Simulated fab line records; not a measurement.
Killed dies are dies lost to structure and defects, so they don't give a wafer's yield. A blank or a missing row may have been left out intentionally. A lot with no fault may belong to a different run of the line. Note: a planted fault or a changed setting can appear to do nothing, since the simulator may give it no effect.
Which tool did it? / flow n5-finfet / 11 lots with 33 wafers sampled at 5 steps, on a route of 1938 steps

## WHAT EACH GAUGE READ, for each wafer
N5_BEOL_M5_THK_MEAS_53: measures by xrf.
lot=L142; measured=day 9 05:53; on=film-metro-02; M5_THK (nm)=63.5 62.9 61.5
lot=L143; measured=day 9 10:56; on=film-metro-02; M5_THK (nm)=61.2 60.4 60.7
lot=L146; measured=day 10 05:24; on=film-metro-01; M5_THK (nm)=60.8 60.8 62.6
lot=L147; measured=day 10 10:12; on=film-metro-02; M5_THK (nm)=62.6 64.1 64.4
lot=L150; measured=day 11 11:41; on=film-metro-02; M5_THK (nm)=63.2 60.5 61.9
lot=L151; measured=day 11 12:29; on=film-metro-02; M5_THK (nm)=61.6 64.3 60.0
lot=L153; measured=day 11 23:49; on=film-metro-02; M5_THK (nm)=59.7 62.7 61.8
lot=L155; measured=day 12 04:23; on=film-metro-01; M5_THK (nm)=63.5 60.8 61.8
lot=L156; measured=day 12 15:58; on=film-metro-01; M5_THK (nm)=58.8 61.2 59.3
lot=L162; measured=day 14 02:10; on=film-metro-02; M5_THK (nm)=63.5 62.4 61.2
lot=L163; measured=day 14 07:02; on=film-metro-02; M5_THK (nm)=58.6 57.9 60.7

## WHICH TOOL RAN EACH LOT (tool, then ch and the chambers of the sampled wafers, then the start)
lot=L142; N5_BEOL_M5_ANNEAL_49=pvd-sputter-03, day 9 00:46; N5_BEOL_M5_SPUTTER_88=pvd-sputter-03, day 9 03:56; N5_BEOL_M5_ECD_50=ecd-cu-01 ch 0,1, day 9 05:08; N5_BEOL_M5_CMP_52=cmp-02 ch 1,2,3, day 9 05:36
lot=L143; N5_BEOL_M5_ANNEAL_49=pvd-sputter-02, day 9 05:52; N5_BEOL_M5_SPUTTER_88=pvd-sputter-02, day 9 09:02; N5_BEOL_M5_ECD_50=ecd-cu-02 ch 0,1, day 9 10:14; N5_BEOL_M5_CMP_52=cmp-01 ch 0,1, day 9 10:38
lot=L146; N5_BEOL_M5_ANNEAL_49=pvd-sputter-02, day 10 00:05; N5_BEOL_M5_SPUTTER_88=pvd-sputter-02, day 10 03:16; N5_BEOL_M5_ECD_50=ecd-cu-02 ch 0,1, day 10 04:28; N5_BEOL_M5_CMP_52=cmp-03 ch 0,3, day 10 05:07
lot=L147; N5_BEOL_M5_ANNEAL_49=pvd-sputter-03, day 10 05:08; N5_BEOL_M5_SPUTTER_88=pvd-sputter-03, day 10 08:19; N5_BEOL_M5_ECD_50=ecd-cu-02 ch 0,1, day 10 09:32; N5_BEOL_M5_CMP_52=cmp-02 ch 0,2,3, day 10 09:57
lot=L150; N5_BEOL_M5_ANNEAL_49=pvd-sputter-03, day 11 06:37; N5_BEOL_M5_SPUTTER_88=pvd-sputter-03, day 11 09:48; N5_BEOL_M5_ECD_50=ecd-cu-02 ch 0,1, day 11 11:01; N5_BEOL_M5_CMP_52=cmp-03 ch 2,3, day 11 11:23
lot=L151; N5_BEOL_M5_ANNEAL_49=pvd-sputter-02, day 11 07:25; N5_BEOL_M5_SPUTTER_88=pvd-sputter-02, day 11 10:36; N5_BEOL_M5_ECD_50=ecd-cu-01 ch 0,1, day 11 11:49; N5_BEOL_M5_CMP_52=cmp-01 ch 2,3, day 11 12:13
lot=L153; N5_BEOL_M5_ANNEAL_49=pvd-sputter-02, day 11 18:05; N5_BEOL_M5_SPUTTER_88=pvd-sputter-02, day 11 21:16; N5_BEOL_M5_ECD_50=ecd-cu-01 ch 0,1, day 11 22:28; N5_BEOL_M5_CMP_52=cmp-01 ch 0,1,3, day 11 23:31
lot=L155; N5_BEOL_M5_ANNEAL_49=pvd-sputter-01, day 11 23:20; N5_BEOL_M5_SPUTTER_88=pvd-sputter-01, day 12 02:31; N5_BEOL_M5_ECD_50=ecd-cu-02 ch 0,1, day 12 03:43; N5_BEOL_M5_CMP_52=cmp-03 ch 1,2,3, day 12 04:06
lot=L156; N5_BEOL_M5_ANNEAL_49=pvd-sputter-03, day 12 10:54; N5_BEOL_M5_SPUTTER_88=pvd-sputter-03, day 12 14:05; N5_BEOL_M5_ECD_50=ecd-cu-02 ch 0,1, day 12 15:17; N5_BEOL_M5_CMP_52=cmp-01 ch 1,2, day 12 15:40
lot=L162; N5_BEOL_M5_ANNEAL_49=pvd-sputter-02, day 13 20:44; N5_BEOL_M5_SPUTTER_88=pvd-sputter-02, day 13 23:55; N5_BEOL_M5_ECD_50=ecd-cu-01 ch 0,1, day 14 01:08; N5_BEOL_M5_CMP_52=cmp-02 ch 0,1,3, day 14 01:59
lot=L163; N5_BEOL_M5_ANNEAL_49=pvd-sputter-01, day 14 01:58; N5_BEOL_M5_SPUTTER_88=pvd-sputter-01, day 14 05:08; N5_BEOL_M5_ECD_50=ecd-cu-01 ch 0,1, day 14 06:22; N5_BEOL_M5_CMP_52=cmp-01 ch 0,1,3, day 14 06:50
- N5_BEOL_M5_ANNEAL_49: time 1800 s.
- N5_BEOL_M5_SPUTTER_88: material Cu, target thk 15 nm, time 27.62 s.
- N5_BEOL_M5_ECD_50: material Cu, target thk 300 nm.
- N5_BEOL_M5_CMP_52: polishes, stops on SiCOH lowk, t overpolish 6.9 s, target thk 62 nm.

## AS READ BY THE TOOLS THEMSELVES (means over the sampled wafers that have a number; for cases with no such wafer, the mark the record gives instead)
N5_BEOL_M5_ANNEAL_49.
lot=L142; tool=pvd-sputter-03; heater-power-w (W)=906
lot=L143; tool=pvd-sputter-02; heater-power-w (W)=879
lot=L146; tool=pvd-sputter-02; heater-power-w (W)=893
lot=L147; tool=pvd-sputter-03; heater-power-w (W)=911
lot=L150; tool=pvd-sputter-03; heater-power-w (W)=1013
lot=L151; tool=pvd-sputter-02; heater-power-w (W)=852
lot=L153; tool=pvd-sputter-02; heater-power-w (W)=906
lot=L155; tool=pvd-sputter-01; heater-power-w (W)=825
lot=L156; tool=pvd-sputter-03; heater-power-w (W)=864
lot=L162; tool=pvd-sputter-02; heater-power-w (W)=940
lot=L163; tool=pvd-sputter-01; heater-power-w (W)=737

N5_BEOL_M5_SPUTTER_88.
lot=L142; tool=pvd-sputter-03; throttle-valve-pct (%)=31.0
lot=L143; tool=pvd-sputter-02; throttle-valve-pct (%)=30.0
lot=L146; tool=pvd-sputter-02; throttle-valve-pct (%)=29.8
lot=L147; tool=pvd-sputter-03; throttle-valve-pct (%)=30.9
lot=L150; tool=pvd-sputter-03; throttle-valve-pct (%)=31.4
lot=L151; tool=pvd-sputter-02; throttle-valve-pct (%)=29.8
lot=L153; tool=pvd-sputter-02; throttle-valve-pct (%)=30.3
lot=L155; tool=pvd-sputter-01; throttle-valve-pct (%)=30.0
lot=L156; tool=pvd-sputter-03; throttle-valve-pct (%)=30.9
lot=L162; tool=pvd-sputter-02; throttle-valve-pct (%)=29.6
lot=L163; tool=pvd-sputter-01; throttle-valve-pct (%)=30.1

N5_BEOL_M5_CMP_52.
lot=L142; tool=cmp-02; clearing-platen-rpm (rpm)=49.973; head-pressure-psi (psi)=0.9998; motor-current-A (A)=6.0; retaining-ring-pressure-frac=1.000; time-to-endpoint-s (s)=62.6
lot=L143; tool=cmp-01; clearing-platen-rpm (rpm)=50.007; head-pressure-psi (psi)=1.0007; motor-current-A (A)=5.4; retaining-ring-pressure-frac=0.999; time-to-endpoint-s (s)=63.2
lot=L146; tool=cmp-03; clearing-platen-rpm (rpm)=49.991; head-pressure-psi (psi)=0.9992; motor-current-A (A)=6.2; retaining-ring-pressure-frac=1.000; time-to-endpoint-s (s)=62.8
lot=L147; tool=cmp-02; clearing-platen-rpm (rpm)=50.027; head-pressure-psi (psi)=0.9994; motor-current-A (A)=5.6; retaining-ring-pressure-frac=0.997; time-to-endpoint-s (s)=60.6
lot=L150; tool=cmp-03; clearing-platen-rpm (rpm)=49.997; head-pressure-psi (psi)=1.0010; motor-current-A (A)=5.8; retaining-ring-pressure-frac=1.000; time-to-endpoint-s (s)=51.5
lot=L151; tool=cmp-01; clearing-platen-rpm (rpm)=50.003; head-pressure-psi (psi)=1.0020; motor-current-A (A)=6.2; retaining-ring-pressure-frac=1.001; time-to-endpoint-s (s)=59.0
lot=L153; tool=cmp-01; clearing-platen-rpm (rpm)=50.013; head-pressure-psi (psi)=0.9987; motor-current-A (A)=5.5; retaining-ring-pressure-frac=0.999; time-to-endpoint-s (s)=59.9
lot=L155; tool=cmp-03; clearing-platen-rpm (rpm)=50.009; head-pressure-psi (psi)=0.9976; motor-current-A (A)=6.0; retaining-ring-pressure-frac=0.999; time-to-endpoint-s (s)=56.9
lot=L156; tool=cmp-01; clearing-platen-rpm (rpm)=50.002; head-pressure-psi (psi)=1.0001; motor-current-A (A)=6.4; retaining-ring-pressure-frac=1.004; time-to-endpoint-s (s)=47.3
lot=L162; tool=cmp-02; clearing-platen-rpm (rpm)=50.021; head-pressure-psi (psi)=0.9994; motor-current-A (A)=6.3; retaining-ring-pressure-frac=1.000; time-to-endpoint-s (s)=60.0
lot=L163; tool=cmp-01; clearing-platen-rpm (rpm)=50.000; head-pressure-psi (psi)=0.9999; motor-current-A (A)=5.6; retaining-ring-pressure-frac=0.995; time-to-endpoint-s (s)=59.6

## THE ANSWER, worked out from the rows above alone
Rule: the lots themselves supply what counts as usual. The widest of any qualifying gaps counts: lots, ordered by their means at a reading, are off when they make up no more than a third of the lots, leave a main group of 4 or more, and stand apart from it by 3 or more times the standard deviation of that group's means. Not used: any main group whose means are identical at the precision the tables above print for the reading. A lot without any number at a reading at which 4 lots or more have one is off too. All remaining lots with rows at the step are treated as sound. Order of review: gauges by route order, followed by the tools' own readings, for which a lot's mean as printed above is used. The first step at which some lot is off is used, and at that step the reading that is off furthest; a lot without a number counts as furthest.
Across all readings shown, no lot is off: no conclusion can be drawn from this.

## WHAT THE SIMULATOR HAD PUT IN
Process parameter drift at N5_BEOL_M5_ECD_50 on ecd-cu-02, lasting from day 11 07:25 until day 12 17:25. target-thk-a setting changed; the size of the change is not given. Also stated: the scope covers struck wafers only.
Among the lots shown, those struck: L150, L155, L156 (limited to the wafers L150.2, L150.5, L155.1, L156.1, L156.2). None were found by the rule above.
